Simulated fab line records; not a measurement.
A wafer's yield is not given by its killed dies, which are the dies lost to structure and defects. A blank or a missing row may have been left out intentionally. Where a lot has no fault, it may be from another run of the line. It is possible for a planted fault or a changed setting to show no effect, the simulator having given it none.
Matching of chambers || flow n5-finfet || rie-diel-04 running N5_BEOL_M12_ETCH_67: 4 sister chambers
The step etches SiARC in CF4, target depth 143 nm, time 238.3 s. 8 wafers are shown with their chamber, then 8 later ones without.

## WAFERS WITH THEIR CHAMBER
{"wafer": "L081.1", "chamber": 0, "drypump-motor-current-A (A)": 5.1, "showerhead-plenum-p-Torr (Torr)": 2.10}
{"wafer": "L081.3", "chamber": 2, "drypump-motor-current-A (A)": 5.4, "showerhead-plenum-p-Torr (Torr)": 2.15}
{"wafer": "L082.4", "chamber": 1, "drypump-motor-current-A (A)": 6.5, "showerhead-plenum-p-Torr (Torr)": 2.09}
{"wafer": "L082.5", "chamber": 2, "drypump-motor-current-A (A)": 5.4, "showerhead-plenum-p-Torr (Torr)": 2.14}
{"wafer": "L083.1", "chamber": 3, "drypump-motor-current-A (A)": 5.8, "showerhead-plenum-p-Torr (Torr)": 2.26}
{"wafer": "L083.4", "chamber": 3, "drypump-motor-current-A (A)": 5.9, "showerhead-plenum-p-Torr (Torr)": 2.26}
{"wafer": "L083.5", "chamber": 1, "drypump-motor-current-A (A)": 6.5, "showerhead-plenum-p-Torr (Torr)": 2.09}
{"wafer": "L089.1", "chamber": 0, "drypump-motor-current-A (A)": 5.1, "showerhead-plenum-p-Torr (Torr)": 2.09}

## WAFERS WHOSE CHAMBER IS MISSING
{"wafer": "L089.3", "drypump-motor-current-A (A)": 5.9, "showerhead-plenum-p-Torr (Torr)": 2.25}
{"wafer": "L089.4", "drypump-motor-current-A (A)": 5.4, "showerhead-plenum-p-Torr (Torr)": 2.14}
{"wafer": "L094.1", "drypump-motor-current-A (A)": 6.5, "showerhead-plenum-p-Torr (Torr)": 2.08}
{"wafer": "L094.2", "drypump-motor-current-A (A)": 5.9, "showerhead-plenum-p-Torr (Torr)": 2.25}
{"wafer": "L094.3", "drypump-motor-current-A (A)": 5.1, "showerhead-plenum-p-Torr (Torr)": 2.09}
{"wafer": "L096.1", "drypump-motor-current-A (A)": 5.9, "showerhead-plenum-p-Torr (Torr)": 2.25}
{"wafer": "L096.5", "drypump-motor-current-A (A)": 5.1, "showerhead-plenum-p-Torr (Torr)": 2.09}
{"wafer": "L096.6", "drypump-motor-current-A (A)": 5.9, "showerhead-plenum-p-Torr (Torr)": 2.25}

## CHAMBER TAKEN BY EACH
{"wafer": "L089.3", "from the rows above": 3, "in truth": 3}
{"wafer": "L089.4", "from the rows above": 2, "in truth": 2}
{"wafer": "L094.1", "from the rows above": 1, "in truth": 1}
{"wafer": "L094.2", "from the rows above": 3, "in truth": 3}
{"wafer": "L094.3", "from the rows above": 0, "in truth": 0}
{"wafer": "L096.1", "from the rows above": 3, "in truth": 3}
{"wafer": "L096.5", "from the rows above": 0, "in truth": 0}
{"wafer": "L096.6", "from the rows above": 3, "in truth": 3}
Correct placement for 8 of the 8. From these rows, 0 cannot be placed. 0 placed wrongly.
How it was worked out, from the rows above alone: a wafer's distance from a chamber is the root of the sum, over the readings, of the square of ((its reading less the chamber's mean) divided by the reading's scatter). The wafer belongs to the nearest chamber; if the next one is less than 2 further off, it can't be placed. For every chamber, the mean is computed from those of its wafers that are shown. The scatter is the square root of a quotient: the sum, over the shown wafers, of each reading's squared deviation from its chamber's mean, divided by wafers minus chambers.
